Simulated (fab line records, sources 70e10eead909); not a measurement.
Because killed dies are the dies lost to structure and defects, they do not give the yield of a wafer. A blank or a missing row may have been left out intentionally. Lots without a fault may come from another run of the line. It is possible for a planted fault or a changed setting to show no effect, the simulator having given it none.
Which tool was responsible?	flow nand-harc	42 wafers from 14 lots sampled at 4 of the route's 1302 steps

== WHAT EACH GAUGE READ, for each wafer ==
No reading from a measuring or inspecting step in the record can be judged against a usual standard deviation.

== WHAT TOOL EACH LOT RAN ON (gives the tool, then ch and the chambers of the sampled wafers, and finally the start) ==
lot	NHARC_A_STAIRCASE_TRIM_202	NHARC_A_STAIRCASE_ETCH_225	NHARC_A_STAIRCASE_ETCH_230	NHARC_A_STAIRCASE_TRIM_233
L738	rie-diel-04 ch 1,2,3, day 16 08:20 or earlier	rie-diel-09 ch 0,3, day 16 08:20	rie-diel-04 ch 1,2,3, no start	rie-diel-04 ch 0,1,2, no start
L739	rie-diel-01 ch 0,1,3, day 16 20:47 or earlier	rie-diel-01 ch 1,2,3, day 16 20:47	rie-diel-09 ch 1,3, no start	rie-diel-09 ch 0,1,3, no start
L740	rie-diel-09 ch 0,2,3, day 16 20:59 or earlier	rie-diel-09 ch 0,2,3, day 16 20:59	rie-diel-09 ch 0,2,3, no start	rie-diel-09 ch 1,2,3, no start
L743	rie-diel-01 ch 0,1,2, day 18 16:05 or earlier	rie-diel-01 ch 0,2, day 18 16:05	rie-diel-01 ch 0,1,3, no start	rie-diel-01 ch 0,2,3, no start
L741	rie-diel-09 ch 0,2,3, day 18 16:38 or earlier	rie-diel-04 ch 0,1,3, day 18 16:38	rie-diel-09 ch 0,1,2, no start	rie-diel-09 ch 0,2,3, no start
L750	rie-diel-01 ch 0,1,2, day 20 14:30 or earlier	rie-diel-04 ch 0,1,2, day 20 14:30	rie-diel-09 ch 0,2,3, no start	rie-diel-09 ch 0,1,3, no start
L751	rie-diel-01 ch 0,1,3, day 21 23:38 or earlier	rie-diel-01 ch 1,3, day 21 23:38	rie-diel-01 ch 2,3, no start	rie-diel-01 ch 0,1,2, no start
L752	rie-diel-09 ch 0,2,3, day 22 10:37 or earlier	rie-diel-04 ch 1,2,3, day 22 10:37	rie-diel-09 ch 1,2, no start	rie-diel-09 ch 0,2,3, no start
L754	rie-diel-04 ch 0,1,3, day 23 02:23 or earlier	rie-diel-04 ch 0,1, day 23 02:23	rie-diel-04 ch 0,2, no start	rie-diel-04 ch 0,1, no start
L757	rie-diel-01 ch 0,1,3, day 24 20:09 or earlier	rie-diel-09 ch 2,3, day 24 20:09	rie-diel-04 ch 0,2,3, no start	rie-diel-04 ch 0,2,3, no start
L758	rie-diel-04 ch 0,2,3, day 25 08:49 or earlier	rie-diel-04 ch 0,1,2, day 25 08:49	rie-diel-09 ch 0,1,2, no start	rie-diel-09 ch 0,1,3, no start
L760	rie-diel-09 ch 1,2,3, day 25 10:32 or earlier	rie-diel-01 ch 0,1,2, day 25 10:32	rie-diel-09 ch 1,2,3, no start	rie-diel-09 ch 0,1,3, no start
L759	rie-diel-09 ch 1,2,3, day 25 16:31 or earlier	rie-diel-09 ch 0,1,3, day 25 16:31	rie-diel-09 ch 1,2, no start	rie-diel-09 ch 1,3, no start
L761	rie-diel-09 ch 0,3, day 26 13:46 or earlier	rie-diel-09 ch 0,2,3, day 26 13:46	rie-diel-04 ch 1,2, no start	rie-diel-04 ch 0,3, no start
- NHARC_A_STAIRCASE_TRIM_202: chemistry O2, time 211.2 s.
- NHARC_A_STAIRCASE_ETCH_225: etches the open film in C4F8/O2, target depth 100 nm, time 40.5 s.
- NHARC_A_STAIRCASE_ETCH_230: etches the open film in C4F8/O2, target depth 100 nm, time 40.5 s.
- NHARC_A_STAIRCASE_TRIM_233: chemistry O2, time 211.2 s.

== AS READ BY THE TOOLS THEMSELVES (means over the sampled wafers that have a number; for cases with no such wafer, the mark the record gives instead) ==
NHARC_A_STAIRCASE_TRIM_202. Usual: drypump-motor-current-A 5.9 A, standard deviation 0.5; oes-product-au 1.002 a.u., standard deviation 0.01; rf-vpp-V 57.8 V, standard deviation 0.89; showerhead-plenum-p-Torr 3.56 Torr, standard deviation 0.13; throttle-valve-pct 17.036 %, standard deviation 0.01.
lot	tool	drypump-motor-current-A (A)	oes-product-au (a.u.)	rf-vpp-V (V)	showerhead-plenum-p-Torr (Torr)	throttle-valve-pct (%)	flag
L738	rie-diel-04	5.8	1.000	58.4	3.60	17.043	
L739	rie-diel-01	5.5	1.009	58.5	3.58	17.034	
L740	rie-diel-09	5.9	1.010	57.8	3.52	17.033	
L743	rie-diel-01	5.7	0.999	57.3	3.66	17.042	
L741	rie-diel-09	5.9	1.006	58.2	3.51	17.030	
L750	rie-diel-01	5.7	1.000	58.3	3.66	17.028	
L751	rie-diel-01	5.5	1.002	57.9	3.56	17.045	
L752	rie-diel-09	5.9	1.011	58.3	3.50	17.034	
L754	rie-diel-04	5.6	0.992	57.5	3.57	17.034	
L757	rie-diel-01	5.5	1.002	57.8	3.55	17.038	
L758	rie-diel-04	5.7	0.993	57.7	3.51	17.040	
L760	rie-diel-09	6.0	1.007	57.2	3.57	17.031	
L759	rie-diel-09	6.0	1.006	58.1	3.57	17.027	
L761	rie-diel-09	5.9	0.997	57.8	3.52	17.032	

NHARC_A_STAIRCASE_ETCH_225. Usual: bias-w 1000.4 W, standard deviation 3; chamber-pressure-mTorr 24.999 mTorr, standard deviation 0.021; oes-product-au 0.944 a.u., standard deviation 0.013; rf-vpp-V 897 V, standard deviation 4.7.
lot	tool	bias-w (W)	chamber-pressure-mTorr (mTorr)	oes-product-au (a.u.)	rf-vpp-V (V)	flag
L738	rie-diel-09	1001.3	24.985	0.942	894	
L739	rie-diel-01	1004.6	24.990	0.940	896	
L740	rie-diel-09	1001.4	25.016	0.954	897	
L743	rie-diel-01	-	-	-	-	OFF
L741	rie-diel-04	-	-	-	-	OFF
L750	rie-diel-04	997.3	25.005	0.927	899	
L751	rie-diel-01	999.5	24.994	0.939	895	
L752	rie-diel-04	999.6	25.002	0.938	898	
L754	rie-diel-04	997.9	24.991	0.939	899	
L757	rie-diel-09	1002.3	25.003	0.948	897	
L758	rie-diel-04	1000.3	25.003	0.945	899	
L760	rie-diel-01	1001.9	25.032	0.945	900	
L759	rie-diel-09	998.5	24.980	0.964	895	
L761	rie-diel-09	998.6	25.009	0.932	894	

NHARC_A_STAIRCASE_ETCH_230. Usual: bias-w 1000 W, standard deviation 3; chamber-pressure-mTorr 25.004 mTorr, standard deviation 0.023; oes-product-au 0.948 a.u., standard deviation 0.018; rf-vpp-V 897 V, standard deviation 4.8.
lot	tool	bias-w (W)	chamber-pressure-mTorr (mTorr)	oes-product-au (a.u.)	rf-vpp-V (V)	flag
L738	rie-diel-04	1003	25.013	0.968	897	
L739	rie-diel-09	1002	25.028	0.932	900	
L740	rie-diel-09	998	25.016	0.945	895	
L743	rie-diel-01	1002	24.978	0.939	897	
L741	rie-diel-09	1000	24.995	0.983	894	
L750	rie-diel-09	1000	24.999	0.950	895	
L751	rie-diel-01	1001	25.002	0.940	896	
L752	rie-diel-09	997	24.983	0.957	897	
L754	rie-diel-04	998	24.999	0.940	898	
L757	rie-diel-04	1000	24.991	0.954	896	
L758	rie-diel-09	1001	24.999	0.927	893	
L760	rie-diel-09	999	25.019	0.975	897	
L759	rie-diel-09	1003	24.983	0.950	896	
L761	rie-diel-04	1001	25.019	0.935	901	

NHARC_A_STAIRCASE_TRIM_233. Usual: drypump-motor-current-A 5.9 A, standard deviation 0.49; oes-product-au 1.003 a.u., standard deviation 0.011; rf-vpp-V 57.8 V, standard deviation 0.76; showerhead-plenum-p-Torr 3.56 Torr, standard deviation 0.13; throttle-valve-pct 17.036 %, standard deviation 0.0092.
lot	tool	drypump-motor-current-A (A)	oes-product-au (a.u.)	rf-vpp-V (V)	showerhead-plenum-p-Torr (Torr)	throttle-valve-pct (%)	flag
L738	rie-diel-04	5.4	0.994	57.6	3.64	17.026	
L739	rie-diel-09	6.2	1.003	58.7	3.54	17.043	
L740	rie-diel-09	6.0	1.010	58.2	3.61	17.045	
L743	rie-diel-01	6.0	1.005	57.3	3.58	17.043	
L741	rie-diel-09	5.9	0.999	57.8	3.51	17.038	
L750	rie-diel-09	6.2	0.989	56.9	3.52	17.031	
L751	rie-diel-01	5.7	0.995	57.4	3.65	17.030	
L752	rie-diel-09	5.9	1.005	57.4	3.50	17.040	
L754	rie-diel-04	5.2	1.001	57.3	3.66	17.049	
L757	rie-diel-04	5.7	1.000	57.8	3.51	17.030	
L758	rie-diel-09	6.2	1.005	57.0	3.50	17.041	
L760	rie-diel-09	6.2	1.010	57.2	3.50	17.039	
L759	rie-diel-09	6.0	1.000	58.3	3.61	17.035	
L761	rie-diel-04	6.1	0.987	57.5	3.46	17.041	

== THE ANSWER, worked out from the rows above alone ==
Rule: lot off if the mean of its wafers having a number is beyond 3 standard deviations from the usual mean. A lot without any number at a reading at which 4 lots or more have one is off too. Where the step has rows for the other lots, those lots are counted as sound. After the gauges, taken in route order, come the tools' own readings; for these a lot's mean is taken, as printed above. At the first step where some lot is off, the reading lying furthest off is the one used; lots without a number count as furthest.
Off at NHARC_A_STAIRCASE_ETCH_225 (bias-w): L743, L741. Without a number there: L743, L741.
A tool fits if, at that step or a process step before it, it ran every lot that is off, and no sound lot after the first of them. NHARC_A_STAIRCASE_TRIM_202 gives no start for some lots, so the hours and the order of its lots are those of NHARC_A_STAIRCASE_ETCH_225. Not one of the candidates tried fits.

== WHAT THE SIMULATOR HAD INSERTED ==
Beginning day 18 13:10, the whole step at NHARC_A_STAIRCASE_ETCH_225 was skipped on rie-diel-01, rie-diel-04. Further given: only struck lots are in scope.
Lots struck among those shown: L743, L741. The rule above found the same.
